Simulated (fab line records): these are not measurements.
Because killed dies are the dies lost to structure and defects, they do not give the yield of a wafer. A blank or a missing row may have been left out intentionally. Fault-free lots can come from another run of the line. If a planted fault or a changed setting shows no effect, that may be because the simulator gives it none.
Code-filled problem report in 8D (eight disciplines) form    flow nand_harc    the parts of the form that need people (team, actions taken, sign-off) are left out

== 1. THE ISSUE ==
At NHARC_P_GATE_DEVELOP_25, developer_temp_C averages 22.16 C over 6 wafers from 2 lots, while fault-free wafers read 23.00 C, standard deviation 0.1. Relative to the usual mean, that is a shift of -8.4 standard deviations.
The step: develop time 35 s.
First observed at day 11 05:00: wafer L138.1, on litho_track-01. The record holds 36 wafers of 12 lots with a number at this step. Rule for "out", or "out of limits": more than 4 standard deviations from the usual mean. Any other wafer with a number is counted as sound.

== 2. WHAT THIS IS AND IS NOT ==
question                     is                      is not
which readings at this step  developer_temp_C        -
which lots                   L138, L140              L125, L129, L130, L132, L141, L142, L143, L145, L146, L147
which wafers of those lots   all that have a number  -
read on which tools          litho_track-01          litho_track-04, litho_track-06
when                         from day 11 05:00       up to then (12 sound wafers); but 18 sound wafers of L141, L142, L143, L145, L146, L147 came after

== 3. SUSPECTS, AND WHAT RULES EACH OUT ==
Counting: a tool stays on the suspect list if, at a process step up to the reading, it processed all lots that are out and no sound lot following the first of them.
- litho_track-01 at NHARC_P_GATE_DEVELOP_25 (develop time 35 s): ruled out as a lasting fault. Following L138 (day 11 05:00), the first lot on it that is out, the sound lots L146 were run on it.
Left after counting: nothing in the record.

== 4. THE CAUSE (what the simulator had put in) ==
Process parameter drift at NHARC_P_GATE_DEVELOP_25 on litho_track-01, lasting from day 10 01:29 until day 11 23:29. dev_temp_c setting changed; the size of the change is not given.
Counting ruled it out, wrongly.

== 5. THE EFFECT CHAIN, in route order ==
One row per reading whose mean, taken over the struck wafers that have a number, lies over 3 standard deviations from the usual. Scope: only readings with a usual standard deviation given in the record; hours: median across lots of the time from each lot's start at the first step in this table that gives one to its start at this step; sigmas: change in usual standard deviations.
hours  step                     reading           usual    on struck wafers  change  sigmas
0      NHARC_P_GATE_DEVELOP_25  developer_temp_C  23.00 C  22.16             -0.84   -8.4
Its process steps:
- NHARC_P_GATE_DEVELOP_25: develop time 35 s.
Later steps that measure or inspect, where all struck wafers having a row at the step show a number for every such reading and not one has moved that far: NHARC_END_SORT_01.

== 6. HOW IT WOULD HAVE BEEN CAUGHT EARLIER ==
In this record no reading fell out of limits until day 11 05:00, 28 hours after the fault had begun at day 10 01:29.
